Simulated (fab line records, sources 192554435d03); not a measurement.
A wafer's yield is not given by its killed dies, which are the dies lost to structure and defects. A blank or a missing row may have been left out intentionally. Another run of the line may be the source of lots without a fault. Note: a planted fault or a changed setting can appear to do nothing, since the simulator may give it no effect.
Matching of chambers    flow n5_finfet    N5_BEOL_M8_STRIP_19 on rie_diel-06 has 4 sister chambers
The step strips in O2. 8 wafers are shown with their chamber, then 9 later ones without.

## WAFERS PAIRED WITH THEIR CHAMBERS
wafer   chamber  showerhead_plenum_p_Torr (Torr)  drypump_motor_current_A (A)
L074.3  1        2.22                             5.3
L076.2  1        2.22                             5.4
L085.3  2        2.05                             6.3
L085.4  3        2.05                             6.5
L085.5  0        2.01                             5.8
L091.2  3        2.04                             6.5
L091.3  2        2.05                             6.3
L091.6  0        2.01                             5.8

## WAFERS WITH NO CHAMBER GIVEN
wafer   showerhead_plenum_p_Torr (Torr)  drypump_motor_current_A (A)
L090.1  2.05                             6.3
L090.2  2.20                             5.4
L090.5  2.04                             6.5
L092.1  2.05                             6.3
L092.3  2.20                             5.4
L092.4  2.01                             5.8
L097.1  2.04                             6.4
L097.4  2.04                             6.3
L097.6  2.20                             5.4

## EACH ONE'S CHAMBER
wafer   from the rows above      in truth
L090.1  2                        2
L090.2  1                        1
L090.5  3                        3
L092.1  2                        2
L092.3  1                        1
L092.4  0                        0
L097.1  can't be placed: 3 or 2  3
L097.4  2                        2
L097.6  1                        1
Correctly placed: 8 of 9. These rows do not allow placing 1 (true chamber among the candidates in 1). Wrongly placed: 0.
How it was worked out, from the rows above alone: a wafer's distance from a chamber is the root of the sum, over the readings, of the square of ((its reading less the chamber's mean) divided by the reading's scatter). If the next closest chamber is less than 2 further off than the closest, the wafer can't be placed; otherwise it belongs to the closest. For every chamber, the mean is computed from those of its wafers that are shown. How the scatter is found: for the shown wafers, subtract from each reading the mean of its chamber, square and add these, divide the total by (wafers less chambers), then take the root.
